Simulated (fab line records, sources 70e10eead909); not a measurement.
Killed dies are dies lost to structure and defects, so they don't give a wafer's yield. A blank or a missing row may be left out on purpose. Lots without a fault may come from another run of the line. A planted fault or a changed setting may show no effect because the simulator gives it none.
fab line records | flow nand_harc
record lots=5 wafers=15 last_day=32
route steps=1302 shown P_ZERO_WELL@29 END@1302
lots that met no fault: from a run of the same line without faults
start_h: hours from the record's first day to the start of the lot's first wafer shown | wait_h: hours since the lot's step before | " the same as in the row above | L1.1+2: a row that stands for several wafers | - no value, or no start given | * or withheld: withheld | < > ~ a bound
route shown NAME@n: a module of which the file shows steps, and the number in the route of the first | usual: mean/standard deviation of fault-free wafers | same: alike in all rows | chamber/n: place in a boat | sites: the reading at each site | _std_site: their standard deviation | _edge_site: outer sites' mean less inner sites' | radius_mm: how far each site lies from the wafer's centre | mask NAME#n: copy n | behind: the tool/chamber that last shaped the wafer | hold: why the lot was held/for how many hours/how that ended | device: the transistor (n, p or np) that didn't switch | end of line: the same wafers' tests at the end of the route | a step without rows: its recipe alone | killed: dies lost to structure and defects at the first sort, not the wafer's yield | map: a wafer's dies, x killed, . not, _ none there
set.NAME: the setting as run; set.NAME@STEP: as run at that earlier step | model.NAME: the simulator's own value behind a step, which no gauge read
lots at some steps of the route; a table a step, a row a wafer
services: from which hour (start_h, from the record's first day; less than 0 if before it) a tool's chamber was out of use, for how many hours, and why
## steps
# step NHARC_P_ZERO_WELL_CD_MEAS_24
# recipe target_cd_nm=720 landing_energy_ev=500
# usual cd_nm=719.0/2.5
# columns lot.wafer tool chamber start_h wait_h cd_nm
L960.1 cd_sem-01 0 53.12 - 718.5
L960.3 " 0 " " 722.8
L960.6 " 0 " " 721.5
L962.1 cd_sem-03 0 72.36 - 720.3
L962.3 " 0 " " 717.6
L962.6 " 0 " " 720.4
L964.2 cd_sem-02 0 92.46 - 722.6
L964.3 " 0 " " 719.1
L964.6 " 0 " " 721.1
L976.3 cd_sem-02 0 212.72 - 717.9
L976.4 " 0 " " 718.2
L976.6 " 0 " " 720.8
L980.2 cd_sem-02 0 252.49 - 720.0
L980.4 " 0 " " 717.9
L980.6 " 0 " " 719.4
# step NHARC_P_ZERO_WELL_HARDBAKE_25
# recipe temp_c=125 time_s=80
# step NHARC_P_ZERO_WELL_DESCUM_26
# recipe time_s=3 o2_flow_sccm=200 ar_flow_sccm=0 bias_power_w=0 chemistry=O2
# usual drypump_motor_current_A=5.8/0.46 oes_product_au=0.999/0.014 rf_vpp_V=57.6/0.94 showerhead_plenum_p_Torr=1.88/0.083 throttle_valve_pct=11.313/0.0083
# columns lot.wafer tool chamber start_h wait_h drypump_motor_current_A oes_product_au rf_hours_counter_h rf_vpp_V showerhead_plenum_p_Torr throttle_valve_pct
L960.1 rie_diel-06 0 53.32 - 6.1 1.010 33 58.7 1.90 11.300
L960.3 " 2 " " 6.4 0.971 39 57.7 1.78 11.304
L960.6 " 3 " " 6.2 0.971 - 59.0 1.89 11.318
L962.3 rie_diel-08 0 72.52 - 6.0 1.009 17 57.1 1.81 11.307
L962.1 " 3 " " 5.1 1.007 15 56.8 2.00 11.323
L962.6 " 0 " " 6.1 1.018 - 56.7 1.80 11.295
L964.2 rie_diel-06 0 92.64 - 6.1 1.015 43 58.2 1.89 11.308
L964.3 " 1 " " 5.5 1.011 42 56.4 1.84 11.317
L964.6 " 2 " " 6.3 0.989 - 58.2 1.78 11.305
L976.4 rie_diel-08 0 212.94 - 6.1 1.030 5 55.7 1.79 11.311
L976.3 " 2 " " 6.4 1.006 7 59.8 1.94 11.310
L976.6 " 3 " " 5.1 1.003 - 58.9 1.98 11.319
L980.4 rie_diel-10 0 252.66 - 5.0 1.001 0 58.0 2.08 11.322
L980.2 " 2 " " 5.1 1.013 0 58.5 2.08 11.303
L980.6 " 0 " " 5.0 1.003 - 58.8 2.08 11.307
# step NHARC_P_ZERO_WELL_IMPLANT_27
# recipe energy_kev=600 dose_cm2=1e+13 tilt_deg=7
# step NHARC_P_ZERO_WELL_IMPLANT_57
# recipe energy_kev=250 dose_cm2=4e+12 tilt_deg=7
# step NHARC_P_ZERO_WELL_IMPLANT_58
# recipe energy_kev=100 dose_cm2=2e+12 tilt_deg=7
# step NHARC_P_ZERO_WELL_STRIP_28
# recipe time_s=840 temp_c=130 chemistry=SPM
# step NHARC_P_ZERO_WELL_DEHYDRATE_29
# recipe temp_c=150 time_s=120
# step NHARC_P_ZERO_WELL_HMDS_30
# recipe time_s=30
# step NHARC_P_ZERO_WELL_COAT_31
# recipe spin_rpm=withheld
# step NHARC_P_ZERO_WELL_SOFTBAKE_32
# recipe temp_c=122 time_s=95
# step NHARC_P_ZERO_WELL_EBR_33
# step NHARC_P_ZERO_WELL_EXPOSE_34
# recipe na=0.6 target_cd_nm=720 dose_mj=22.31 mask_id=P_PWELL
# usual stage_vel_mm_s=500.03/0.27
# columns lot.wafer tool chamber start_h wait_h mask stage_vel_mm_s
L960.1 krf_scanner-02 0 54.52 - P_PWELL#0 500.04
L960.3 " 0 " " P_PWELL#0 500.13
L960.6 " 0 " " P_PWELL#0 499.80
L962.1 krf_scanner-02 0 73.89 - P_PWELL#0 499.87
L962.3 " 0 " " P_PWELL#0 500.20
L962.6 " 0 " " P_PWELL#0 499.64
L964.2 krf_scanner-02 0 93.94 - P_PWELL_R1#0 500.25
L964.3 " 0 " " P_PWELL_R1#0 500.23
L964.6 " 0 " " P_PWELL_R1#0 500.14
L976.3 krf_scanner-02 0 214.27 - P_PWELL#0 499.80
L976.4 " 0 " " P_PWELL#0 499.75
L976.6 " 0 " " P_PWELL#0 499.56
L980.2 krf_scanner-04 0 253.85 - P_PWELL#0 500.49
L980.4 " 0 " " P_PWELL#0 500.56
L980.6 " 0 " " P_PWELL#0 500.45
# step NHARC_P_ZERO_WELL_PEB_35
# recipe peb_temp_c=118 peb_time_s=85
# step NHARC_P_ZERO_WELL_DEVELOP_36
# recipe time_s=70
# step NHARC_P_ZERO_WELL_CD_MEAS_37
# recipe target_cd_nm=720 landing_energy_ev=500
# usual cd_nm=720.3/2.4
# columns lot.wafer tool chamber start_h wait_h hold cd_nm
L960.1 cd_sem-01 0 54.68 - - 722.6
L960.3 " 0 " " - 721.2
L960.6 " 0 " " - 720.5
L962.1 cd_sem-03 0 74.05 - - 717.2
L962.3 " 0 " " - 722.9
L962.6 " 0 " " - 717.3
L964.2 cd_sem-03 0 94.10 - await_dispo/0.2h/release 755.6
L964.3 " 0 " " await_dispo/0.2h/release 754.3
L964.6 " 0 " " await_dispo/0.2h/release 756.4
L964.2 cd_sem-03 0 - - - 755.3
L964.3 " 0 " " - 753.4
L964.6 " 0 " " - 757.2
L976.3 cd_sem-03 0 214.42 - - 723.0
L976.4 " 0 " " - 722.0
L976.6 " 0 " " - 722.7
L980.2 cd_sem-02 0 254.01 - - 718.3
L980.4 " 0 " " - 721.6
L980.6 " 0 " " - 724.3
# step NHARC_END_SORT_01
# recipe temp_c=25
# usual killed_at_array=56/19 killed_at_other=0.6/1 killed_at_periphery=3.9/2.7 killed_dies=61/19 killed_open=3.3/1.9 killed_short=2.4/1.7
# same gross_dies=677
# columns lot.wafer tool chamber start_h wait_h killed_at_array killed_at_other killed_at_periphery killed_dies killed_open killed_short
L964.6 prober-01 0 642.06 4.0 40 0 6 46 0 0
# killed by level:class
L964.6 A_CHANNEL_HOLE_D2:chamber_film_flake=31 P_STI:chamber_film_flake=4 A_CHANNEL_HOLE_D1:chamber_film_flake=3 A_ZERO_WELL:chamber_film_flake=2 A_CONTACT:chamber_film_flake=2 P_GATE:chamber_film_flake=1 P_M0:chamber_film_flake=1 A_DECK1_JOINT:chamber_film_flake=1
## services
# columns tool chamber start_h hours kind
krf_scanner-02 - 29.63 0.5 repair
rie_diel-06 0 37.78 - clean
rie_diel-06 1 37.78 - clean
rie_diel-06 1 48.32 8.0 repair
rie_diel-06 1 62.12 8.1 repair
rie_diel-10 - 65.50 9.0 pm
rie_diel-06 - 77.37 0.6 repair
rie_diel-10 2 78.86 1.7 repair
krf_scanner-02 - 94.00 4.0 pm
rie_diel-10 3 101.03 5.2 repair
rie_diel-06 - 130.37 9.0 pm
rie_diel-08 1 142.52 4.5 repair
rie_diel-08 3 149.49 13.8 repair
krf_scanner-02 - 152.79 3.1 repair
krf_scanner-04 - 175.45 0.7 repair
rie_diel-06 3 181.43 9.7 repair
krf_scanner-04 - 182.00 4.0 pm
rie_diel-06 0 182.83 2.9 repair
rie_diel-08 - 190.84 9.0 pm
krf_scanner-04 - 195.65 0.7 repair
rie_diel-08 2 222.95 9.8 repair
rie_diel-10 - 243.00 9.0 pm
krf_scanner-04 - 251.34 0.5 repair
rie_diel-06 1 252.93 42.4 repair
## key
first_sign step=NHARC_P_ZERO_WELL_EXPOSE_34 reading=mask direction=changed
effect step=NHARC_P_ZERO_WELL_CD_MEAS_37 reading=visit direction=added
effect step=NHARC_P_ZERO_WELL_CD_MEAS_37 reading=cd_nm direction=up sigmas=15 usual=720.3 struck=755.4
met_at NHARC_P_ZERO_WELL_EXPOSE_34
struck_wafers L964.2,L964.3,L964.6
tester_left_out L964
onset_between 73.89 93.94
fault kind=wrong_mask tool=any chamber=- onset_h=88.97 steps=NHARC_P_ZERO_WELL_EXPOSE_34 aux_copy=P_PWELL_R1#0 cd_offset_nm=36.26 scope=struck_lots_only
# tester_left_out: of these lots the tester's yield and bins aren't shown, on N5 and GAA mostly nor the transistor test; their killed dies are dies lost to structure and defects alone, not to doping, threshold or leakage, so they don't give the yield
